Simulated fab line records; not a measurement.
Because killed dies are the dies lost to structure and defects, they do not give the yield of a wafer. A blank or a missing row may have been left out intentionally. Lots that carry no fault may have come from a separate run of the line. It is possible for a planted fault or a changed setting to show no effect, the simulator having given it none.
Chamber matching + flow n5-finfet + 3 sister chambers for N5_HKMG_FIN_CVD_62 on thermal-cvd-si-01
The step deposits a-Si from Si2H6, target thk 3 nm, time 20.8 s. 6 wafers are shown with their chamber, then 7 later ones without.

== WAFERS PAIRED WITH THEIR CHAMBERS ==
| wafer  | chamber | heater-power-w (W) |
|--------|---------|--------------------|
| L555.6 | 1       | 1666               |
| L552.1 | 1       | 1660               |
| L566.3 | 2       | 1295               |
| L566.5 | 0       | 1399               |
| L569.3 | 0       | 1372               |
| L569.5 | 2       | 1338               |

== WAFERS WITHOUT THEIR CHAMBER ==
| wafer  | heater-power-w (W) |
|--------|--------------------|
| L569.6 | 1614               |
| L573.2 | 1690               |
| L573.3 | 1415               |
| L573.4 | 1355               |
| L575.2 | 1393               |
| L575.4 | 1376               |
| L575.5 | 1660               |

== WHICH CHAMBER EACH ONE RAN IN ==
| wafer  | from the rows above     | in truth |
|--------|-------------------------|----------|
| L569.6 | 1                       | 1        |
| L573.2 | 1                       | 1        |
| L573.3 | 0                       | 0        |
| L573.4 | can't be placed: 0 or 2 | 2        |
| L575.2 | 0                       | 0        |
| L575.4 | 0                       | 0        |
| L575.5 | 1                       | 1        |
Placed correctly: 6 of 7. Can't be placed from these rows: 1 (the true chamber is among the candidates in 1). Placed wrongly: 0.
How it was worked out, from the rows above alone: a wafer's distance from a chamber is the root of the sum, over the readings, of the square of ((its reading less the chamber's mean) divided by the reading's scatter). If the next closest chamber is less than 2 further off than the closest, the wafer can't be placed; otherwise it belongs to the closest. For every chamber, the mean is computed from those of its wafers that are shown. The scatter: take each reading less its chamber's mean, square it, sum over the shown wafers, divide by the number of wafers less the number of chambers, and take the root.
